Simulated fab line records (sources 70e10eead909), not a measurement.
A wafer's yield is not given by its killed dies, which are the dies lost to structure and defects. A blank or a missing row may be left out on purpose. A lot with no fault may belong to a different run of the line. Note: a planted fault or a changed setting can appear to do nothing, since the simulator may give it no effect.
Which tool did it? :: flow nand_harc :: 13 lots, 39 wafers sampled, at 5 steps of a route of 1302

WHAT EACH GAUGE READ, for each wafer
NHARC_END_SORT_01.
lot: L397
measured: day 24 21:41
on: prober-01
killed_at_array: 70 62 62
killed_at_other: 0 1 0
killed_at_periphery: 4 4 6
killed_dies: 74 67 68
killed_open: 4 2 5
killed_short: 4 3 2

lot: L400
measured: day 25 15:58
on: prober-01
killed_at_array: 51 38 28
killed_at_other: 0 0 0
killed_at_periphery: 3 2 5
killed_dies: 54 40 33
killed_open: 5 2 2
killed_short: 3 3 0

lot: L401
measured: day 26 11:08
on: prober-01
killed_at_array: 32 60 47
killed_at_other: 5 5 1
killed_at_periphery: 14 14 15
killed_dies: 51 79 63
killed_open: 1 4 5
killed_short: 4 6 2

lot: L402
measured: day 26 11:11
on: prober-02
killed_at_array: 45 51 54
killed_at_other: 1 2 2
killed_at_periphery: 8 6 5
killed_dies: 54 59 61
killed_open: 3 4 4
killed_short: 0 2 1

lot: L403
measured: day 27 11:08
on: prober-02
killed_at_array: 45 50 40
killed_at_other: 1 0 3
killed_at_periphery: 2 2 1
killed_dies: 48 52 44
killed_open: 4 6 4
killed_short: 1 2 2

lot: L406
measured: day 28 10:04
on: prober-02
killed_at_array: 674 671 674
killed_at_other: 0 3 1
killed_at_periphery: 3 3 2
killed_dies: 677 677 677
killed_open: 3 1 0
killed_short: 4 4 6

lot: L407
measured: day 28 20:32
on: prober-01
killed_at_array: 8 17 18
killed_at_other: 1 1 2
killed_at_periphery: 3 1 2
killed_dies: 12 19 22
killed_open: 4 1 3
killed_short: 0 2 1

lot: L408
measured: day 28 20:35
on: prober-02
killed_at_array: 673 673 673
killed_at_other: 0 1 0
killed_at_periphery: 4 3 4
killed_dies: 677 677 677
killed_open: 1 4 1
killed_short: 1 4 3

lot: L415
measured: day 31 17:05
on: prober-02
killed_at_array: 67 76 73
killed_at_other: 0 0 0
killed_at_periphery: 6 5 7
killed_dies: 73 81 80
killed_open: 5 2 3
killed_short: 0 3 1

lot: L417
measured: day 32 08:38
on: prober-01
killed_at_array: 45 32 27
killed_at_other: 1 0 0
killed_at_periphery: 3 1 6
killed_dies: 49 33 33
killed_open: 7 1 5
killed_short: 3 4 1

lot: L416
measured: day 32 20:22
on: prober-01
killed_at_array: 61 76 82
killed_at_other: 0 0 0
killed_at_periphery: 7 1 5
killed_dies: 68 77 87
killed_open: 2 2 4
killed_short: 2 0 2

lot: L418
measured: day 33 11:46
on: prober-02
killed_at_array: 53 52 55
killed_at_other: 0 1 3
killed_at_periphery: 3 11 11
killed_dies: 56 64 69
killed_open: 2 1 4
killed_short: 2 3 5

lot: L420
measured: day 33 20:11
on: prober-02
killed_at_array: 61 53 54
killed_at_other: 0 2 2
killed_at_periphery: 5 3 3
killed_dies: 66 58 59
killed_open: 5 4 3
killed_short: 1 1 3

EACH LOT AND THE TOOL THAT RAN IT (in order: tool; ch and the chambers of the sampled wafers; start)
lot: L397
NHARC_A_STAIRCASE_ALD_415: ald_hk-04 ch 0,1,2, day 16 19:28
NHARC_A_STAIRCASE_ETCHBACK_416: rie_diel-08 ch 2,3, day 18 01:56 or earlier
NHARC_A_STAIRCASE_DEP_322: pecvd-04 ch 0,1, day 18 01:56
NHARC_A_STAIRCASE_CMP_152: cmp-03 ch 1,2, day 19 05:24

lot: L400
NHARC_A_STAIRCASE_ALD_415: ald_hk-02 ch 1,2,3, day 18 15:41
NHARC_A_STAIRCASE_ETCHBACK_416: rie_diel-11 ch 1,3, day 19 11:11 or earlier
NHARC_A_STAIRCASE_DEP_322: pecvd-02 ch 0,1,2, day 19 11:11
NHARC_A_STAIRCASE_CMP_152: cmp-03 ch 0,1,2, day 20 09:33

lot: L401
NHARC_A_STAIRCASE_ALD_415: ald_hk-01 ch 2,3, day 18 20:53
NHARC_A_STAIRCASE_ETCHBACK_416: rie_diel-11 ch 1,3, day 19 19:03 or earlier
NHARC_A_STAIRCASE_DEP_322: pecvd-03 ch 0,1,2, day 19 19:03
NHARC_A_STAIRCASE_CMP_152: cmp-04 ch 1,2,3, day 20 18:23

lot: L402
NHARC_A_STAIRCASE_ALD_415: ald_hk-04 ch 0,1,3, day 18 23:31
NHARC_A_STAIRCASE_ETCHBACK_416: rie_diel-11 ch 1,3, day 19 19:13 or earlier
NHARC_A_STAIRCASE_DEP_322: pecvd-02 ch 0,2, day 19 19:13
NHARC_A_STAIRCASE_CMP_152: cmp-03 ch 2,3, day 20 18:12

lot: L403
NHARC_A_STAIRCASE_ALD_415: ald_hk-01 ch 0,2,3, day 20 08:21
NHARC_A_STAIRCASE_ETCHBACK_416: rie_diel-12 ch 0,1,2, day 21 04:52 or earlier
NHARC_A_STAIRCASE_DEP_322: pecvd-04 ch 1,2, day 21 04:52
NHARC_A_STAIRCASE_CMP_152: cmp-04 ch 1,2,3, day 22 04:57

lot: L406
NHARC_A_STAIRCASE_ALD_415: ald_hk-02 ch 0,1,3, day 21 08:00
NHARC_A_STAIRCASE_ETCHBACK_416: rie_diel-11 ch 0,1,3, day 22 06:07 or earlier
NHARC_A_STAIRCASE_DEP_322: pecvd-03 ch 0,2, day 22 06:07
NHARC_A_STAIRCASE_CMP_152: cmp-01 ch 1,2, day 23 05:34

lot: L407
NHARC_A_STAIRCASE_ALD_415: ald_hk-02 ch 0,1,3, day 21 19:09
NHARC_A_STAIRCASE_ETCHBACK_416: rie_diel-11 ch 0,2, day 22 16:52 or earlier
NHARC_A_STAIRCASE_DEP_322: pecvd-04 ch 0,1, day 22 16:52
NHARC_A_STAIRCASE_CMP_152: cmp-04 ch 0,3, day 23 14:55

lot: L408
NHARC_A_STAIRCASE_ALD_415: ald_hk-04 ch 0,1,2, day 21 21:40
NHARC_A_STAIRCASE_ETCHBACK_416: rie_diel-12 ch 0,2,3, day 22 00:20
NHARC_A_STAIRCASE_DEP_322: pecvd-02 ch 1,2, day 22 16:34
NHARC_A_STAIRCASE_CMP_152: cmp-03 ch 2,3, day 23 13:46

lot: L415
NHARC_A_STAIRCASE_ALD_415: ald_hk-02 ch 0,3, day 24 19:15
NHARC_A_STAIRCASE_ETCHBACK_416: rie_diel-08 ch 1,3, day 25 17:50 or earlier
NHARC_A_STAIRCASE_DEP_322: pecvd-03 ch 0,1,2, day 25 17:50
NHARC_A_STAIRCASE_CMP_152: cmp-01 ch 1,2,3, day 26 14:14

lot: L417
NHARC_A_STAIRCASE_ALD_415: ald_hk-01 ch 1,2,3, day 25 04:33
NHARC_A_STAIRCASE_ETCHBACK_416: rie_diel-12 ch 0,1,2, day 26 05:09 or earlier
NHARC_A_STAIRCASE_DEP_322: pecvd-03 ch 0,1,2, day 26 05:09
NHARC_A_STAIRCASE_CMP_152: cmp-03 ch 0,2,3, day 27 02:16

lot: L416
NHARC_A_STAIRCASE_ALD_415: ald_hk-01 ch 1,2,3, day 25 06:54
NHARC_A_STAIRCASE_ETCHBACK_416: rie_diel-11 ch 0,1,3, day 26 05:10 or earlier
NHARC_A_STAIRCASE_DEP_322: pecvd-02 ch 0,1,2, day 26 05:10
NHARC_A_STAIRCASE_CMP_152: cmp-01 ch 0,2,3, day 27 02:34

lot: L418
NHARC_A_STAIRCASE_ALD_415: ald_hk-04 ch 0,1,2, day 25 22:43
NHARC_A_STAIRCASE_ETCHBACK_416: rie_diel-08 ch 1,2,3, day 26 20:41 or earlier
NHARC_A_STAIRCASE_DEP_322: pecvd-04 ch 0,1,2, day 26 20:41
NHARC_A_STAIRCASE_CMP_152: cmp-01 ch 0,2,3, day 27 20:14

lot: L420
NHARC_A_STAIRCASE_ALD_415: ald_hk-01 ch 0,1,2, day 26 17:54
NHARC_A_STAIRCASE_ETCHBACK_416: rie_diel-08 ch 0,1,3, day 27 14:17 or earlier
NHARC_A_STAIRCASE_DEP_322: pecvd-02 ch 0,1,2, day 27 14:17
NHARC_A_STAIRCASE_CMP_152: cmp-03 ch 1,2,3, day 28 13:58
- NHARC_A_STAIRCASE_ALD_415: deposits SiO2, target thk 30 nm, pulse time 6 s, ald cycles 300.
- NHARC_A_STAIRCASE_ETCHBACK_416: etches the open film in C4F8/O2/Ar, target depth 36 nm, time 7.2 s.
- NHARC_A_STAIRCASE_DEP_322: deposits SiO2, target thk 7200 nm.
- NHARC_A_STAIRCASE_CMP_152: polishes.

WHAT THE TOOLS THEMSELVES READ (means of the sampled wafers that have a number; where no wafer has one, the mark that the record gives instead)
NHARC_A_STAIRCASE_ALD_415.
lot: L397
tool: ald_hk-04
heater_power_w (W): 456
precursor_pulse_height_rel: 0.990

lot: L400
tool: ald_hk-02
heater_power_w (W): 450
precursor_pulse_height_rel: 1.009

lot: L401
tool: ald_hk-01
heater_power_w (W): 497
precursor_pulse_height_rel: 0.994

lot: L402
tool: ald_hk-04
heater_power_w (W): 451
precursor_pulse_height_rel: 1.022

lot: L403
tool: ald_hk-01
heater_power_w (W): 540
precursor_pulse_height_rel: 1.001

lot: L406
tool: ald_hk-02
heater_power_w (W): 468
precursor_pulse_height_rel: 0.992

lot: L407
tool: ald_hk-02
heater_power_w (W): 469
precursor_pulse_height_rel: 1.012

lot: L408
tool: ald_hk-04
heater_power_w (W): 464
precursor_pulse_height_rel: 0.994

lot: L415
tool: ald_hk-02
heater_power_w (W): 477
precursor_pulse_height_rel: 1.008

lot: L417
tool: ald_hk-01
heater_power_w (W): 509
precursor_pulse_height_rel: 0.997

lot: L416
tool: ald_hk-01
heater_power_w (W): 506
precursor_pulse_height_rel: 0.983

lot: L418
tool: ald_hk-04
heater_power_w (W): 468
precursor_pulse_height_rel: 1.014

lot: L420
tool: ald_hk-01
heater_power_w (W): 549
precursor_pulse_height_rel: 0.999

NHARC_A_STAIRCASE_ETCHBACK_416.
lot: L397
tool: rie_diel-08
oes_product_au (a.u.): 0.999
rf_vpp_V (V): 721

lot: L400
tool: rie_diel-11
oes_product_au (a.u.): 0.927
rf_vpp_V (V): 723

lot: L401
tool: rie_diel-11
oes_product_au (a.u.): 0.930
rf_vpp_V (V): 724

lot: L402
tool: rie_diel-11
oes_product_au (a.u.): 0.931
rf_vpp_V (V): 723

lot: L403
tool: rie_diel-12
oes_product_au (a.u.): 1.005
rf_vpp_V (V): 725

lot: L406
tool: rie_diel-11
oes_product_au (a.u.): 0.923
rf_vpp_V (V): 721

lot: L407
tool: rie_diel-11
oes_product_au (a.u.): 0.925
rf_vpp_V (V): 725

lot: L408
tool: rie_diel-12
oes_product_au (a.u.): 0.929
rf_vpp_V (V): 722

lot: L415
tool: rie_diel-08
oes_product_au (a.u.): 0.922
rf_vpp_V (V): 721

lot: L417
tool: rie_diel-12
oes_product_au (a.u.): 0.927
rf_vpp_V (V): 724

lot: L416
tool: rie_diel-11
oes_product_au (a.u.): 0.924
rf_vpp_V (V): 721

lot: L418
tool: rie_diel-08
oes_product_au (a.u.): 0.920
rf_vpp_V (V): 724

lot: L420
tool: rie_diel-08
oes_product_au (a.u.): 0.919
rf_vpp_V (V): 725

NHARC_A_STAIRCASE_DEP_322.
lot: L397
tool: pecvd-04
heater_power_w (W): 566

lot: L400
tool: pecvd-02
heater_power_w (W): 660

lot: L401
tool: pecvd-03
heater_power_w (W): 603

lot: L402
tool: pecvd-02
heater_power_w (W): 665

lot: L403
tool: pecvd-04
heater_power_w (W): 601

lot: L406
tool: pecvd-03
heater_power_w (W): 599

lot: L407
tool: pecvd-04
heater_power_w (W): 600

lot: L408
tool: pecvd-02
heater_power_w (W): 697

lot: L415
tool: pecvd-03
heater_power_w (W): 601

lot: L417
tool: pecvd-03
heater_power_w (W): 663

lot: L416
tool: pecvd-02
heater_power_w (W): 703

lot: L418
tool: pecvd-04
heater_power_w (W): 616

lot: L420
tool: pecvd-02
heater_power_w (W): 666

NHARC_A_STAIRCASE_CMP_152.
lot: L397
tool: cmp-03
edge_zone_pressure_frac: 0.995
motor_current_A (A): 11.5

lot: L400
tool: cmp-03
edge_zone_pressure_frac: 0.998
motor_current_A (A): 12.5

lot: L401
tool: cmp-04
edge_zone_pressure_frac: 0.999
motor_current_A (A): 12.4

lot: L402
tool: cmp-03
edge_zone_pressure_frac: 1.007
motor_current_A (A): 11.4

lot: L403
tool: cmp-04
edge_zone_pressure_frac: 1.000
motor_current_A (A): 12.4

lot: L406
tool: cmp-01
edge_zone_pressure_frac: -
motor_current_A (A): -

lot: L407
tool: cmp-04
edge_zone_pressure_frac: 0.999
motor_current_A (A): 12.5

lot: L408
tool: cmp-03
edge_zone_pressure_frac: -
motor_current_A (A): -

lot: L415
tool: cmp-01
edge_zone_pressure_frac: 1.002
motor_current_A (A): 12.7

lot: L417
tool: cmp-03
edge_zone_pressure_frac: 1.001
motor_current_A (A): 11.9

lot: L416
tool: cmp-01
edge_zone_pressure_frac: 1.000
motor_current_A (A): 13.2

lot: L418
tool: cmp-01
edge_zone_pressure_frac: 1.000
motor_current_A (A): 13.3

lot: L420
tool: cmp-03
edge_zone_pressure_frac: 0.998
motor_current_A (A): 11.5

THE ANSWER, worked out from the rows above alone
Rule: the lots themselves supply what counts as usual. The widest of any qualifying gaps counts: lots, ordered by their means at a reading, are off when they make up no more than a third of the lots, leave a main group of 4 or more, and stand apart from it by 3 or more times the standard deviation of that group's means. A main group whose means are all the same, to the digits that the tables above print for the reading, isn't used. Also off: a lot with no number at a reading for which 4 or more lots have one. All remaining lots with rows at the step are treated as sound. Order of review: gauges by route order, followed by the tools' own readings, for which a lot's mean as printed above is used. At the first step where some lot is off, the reading lying furthest off is the one used; lots without a number count as furthest.
Off, at NHARC_END_SORT_01 on killed_at_array: L406, L408. The main group has a mean of 50 with a standard deviation of 16.
A tool fits if, at a process step before that reading, it ran every lot that is off, and no sound lot after the first of them. Not tried: the gauges at NHARC_END_SORT_01; whatever is off there is also off at NHARC_A_STAIRCASE_CMP_152, on other tools, and gauge error can't account for it. With no start given for some of its lots, NHARC_A_STAIRCASE_ETCHBACK_416 uses the hours and lot order of NHARC_A_STAIRCASE_DEP_322. No candidate that was tried fits.

WHAT THE SIMULATOR HAD PUT IN
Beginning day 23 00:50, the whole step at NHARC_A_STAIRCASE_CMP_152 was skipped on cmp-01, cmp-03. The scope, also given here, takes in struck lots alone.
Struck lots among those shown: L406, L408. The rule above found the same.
